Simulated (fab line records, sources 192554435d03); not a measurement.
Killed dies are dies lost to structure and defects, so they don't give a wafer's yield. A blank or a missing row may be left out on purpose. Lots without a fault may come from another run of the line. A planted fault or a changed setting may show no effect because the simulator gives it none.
A struck lot beside a sound one | flow n5_finfet | 16 steps out of a route of 1938
Sound: wafers L353.3, L353.4, L353.6. Struck: wafer L374.4. (L374.1, L374.3 of the same lot were not struck and are left out.) The cause comes at the end.
At each step with rows: each side's tool, then ch and its chambers, then its first start. Under that, the readings that differ: sound wafers | struck wafers | difference of the means | sigmas: that difference in standard deviations of wafers without a fault.
alike: readings whose means differ by less than 2 such deviations, and words and numbers that are the same on both sides. not compared: withheld readings, readings that some wafer has no value for, bounds like >300 that may hide the same value, and numbers for which the record gives no deviation and whose values overlap.
The two part at a step that has a row with sigmas, a row that says differs or no value, or rows on one side only. Numbers that don't overlap but have no deviation are shown without sigmas and don't part them. A reading that every wafer of one side lacks parts them only if that side has two wafers or more.

N5_BEOL_M0_SAQP_HM_DEP_111: deposits SiO2 from SiH4/N2O, target thk 12 nm, time 7.2 s.
  sound on pecvd-04 ch 0,2, day 5 14:44; struck on pecvd-03 ch 1, day 10 17:29
  alike: heater_power_outer_w, heater_power_w, rf_fwd_power_W, showerhead_plenum_p_Torr
then, 8 steps without rows for these wafers: N5_BEOL_M0_SAQP_COAT_81 (time 60 s, resist thk 100 nm); N5_BEOL_M0_SAQP_COAT_82 (time 60 s, resist thk 30 nm); N5_BEOL_M0_SAQP_COAT_08 (resist thk 90 nm); N5_BEOL_M0_SAQP_EBR_10; N5_BEOL_M0_SAQP_SOFTBAKE_09 (time 60 s); N5_BEOL_M0_SAQP_EXPOSE_11 (exposes mask M0 CORE, target cd 42 nm); N5_BEOL_M0_SAQP_PEB_12 (peb time 60 s); N5_BEOL_M0_SAQP_DEVELOP_13 (develop time 30 s).
N5_BEOL_M0_SAQP_CD_MEAS_14: target cd 42.5 nm.
  sound on cd_sem-01 ch 0, day 5 15:11; struck on cd_sem-01 ch 0, day 10 17:55
  alike: cd_nm
N5_BEOL_M0_SAQP_OVL_MEAS_15:
  sound on overlay-01 ch 0, day 5 15:13; struck on overlay-02 ch 0, day 10 17:57
  reading          | sound       | struck | difference | sigmas
  M0_CORE_OVL (nm) | 0.3 1.1 0.6 | -2.2   | -2.9       | -3
N5_BEOL_M0_SAQP_INSPECT_16: inspects for defects (brightfield).
  sound on defect_inspect-01, day 5 15:14; struck on defect_inspect-02, day 10 17:58
  alike: raw_defect_count
N5_BEOL_M0_SAQP_DESCUM_19: chemistry O2, time 7.9 s.
  sound on rie_diel-03 ch 0,1, day 5 15:16; struck on rie_diel-04 ch 1, day 10 18:45
  reading                                           | sound          | struck | difference | sigmas
  oes_product_au (a.u.)                             | 0.94 0.77 0.93 | 0.67   | -0.21      | -2
  model.CAR-ArF_of_BEOL_M0_SAQP_COAT_08.thk_nm (nm) | 83.4 83.6 83.4 | 84.6   | +1.1       |
  alike: drypump_motor_current_A, rf_vpp_V, showerhead_plenum_p_Torr, throttle_valve_pct
  not compared: rf_fwd_power_W, rf_hours_counter_h
N5_BEOL_M0_SAQP_ETCH_83: etches SiARC in CF4, target depth 39 nm, time 65 s.
  sound on rie_diel-03 ch 0,1, day 5 15:19; struck on rie_diel-04 ch 1, day 10 18:47
  reading                                           | sound          | struck | difference | sigmas
  oes_product_au (a.u.)                             | 0.79 0.66 0.79 | 0.57   | -0.18      | -2
  model.CAR-ArF_of_BEOL_M0_SAQP_COAT_08.thk_nm (nm) | 55.6 55.6 55.6 | 56.6   | +1.0       |
  alike: drypump_motor_current_A, etch_rf_on_time_s, rf_fwd_power_W, rf_vpp_V, showerhead_plenum_p_Torr, throttle_valve_pct
  not compared: rf_hours_counter_h
N5_BEOL_M0_SAQP_ETCH_84: etches SOC in N2/H2, target depth 100 nm, overetch 20 nm, time 150 s.
  sound on rie_diel-03 ch 0,1, day 5 15:22; struck on rie_diel-04 ch 1, day 10 18:50
  reading               | sound          | struck | difference | sigmas
  oes_product_au (a.u.) | 0.82 0.69 0.82 | 0.61   | -0.17      | -2
  alike: drypump_motor_current_A, rf_fwd_power_W, rf_vpp_V, showerhead_plenum_p_Torr, throttle_valve_pct
  not compared: rf_hours_counter_h
-- the record jumps here: 3 days lie between the struck wafers' starts before and after (it left off in module BEOL_M0_SAQP and takes up again in module BEOL_M4, whose first step shown is number 1111 of the route) --
N5_BEOL_M4_RC_MEAS_101:
  sound on prober-02 ch 0, day 7 21:17; struck on prober-01 ch 0, day 13 10:13
  reading       | sound          | struck | difference | sigmas
  DIBL_N (mV/V) | 36.7 37.4 36.9 | 34.0   | -3.0       | -2
  alike: DIBL_P, IOFF_N, IOFF_P, ION_N, ION_P, SS_N, SS_P, VT_N, VT_P

WHERE THEY PART
First at N5_BEOL_M0_SAQP_OVL_MEAS_15; last, within this record, at N5_BEOL_M4_RC_MEAS_101.

WHY: what the simulator had put in
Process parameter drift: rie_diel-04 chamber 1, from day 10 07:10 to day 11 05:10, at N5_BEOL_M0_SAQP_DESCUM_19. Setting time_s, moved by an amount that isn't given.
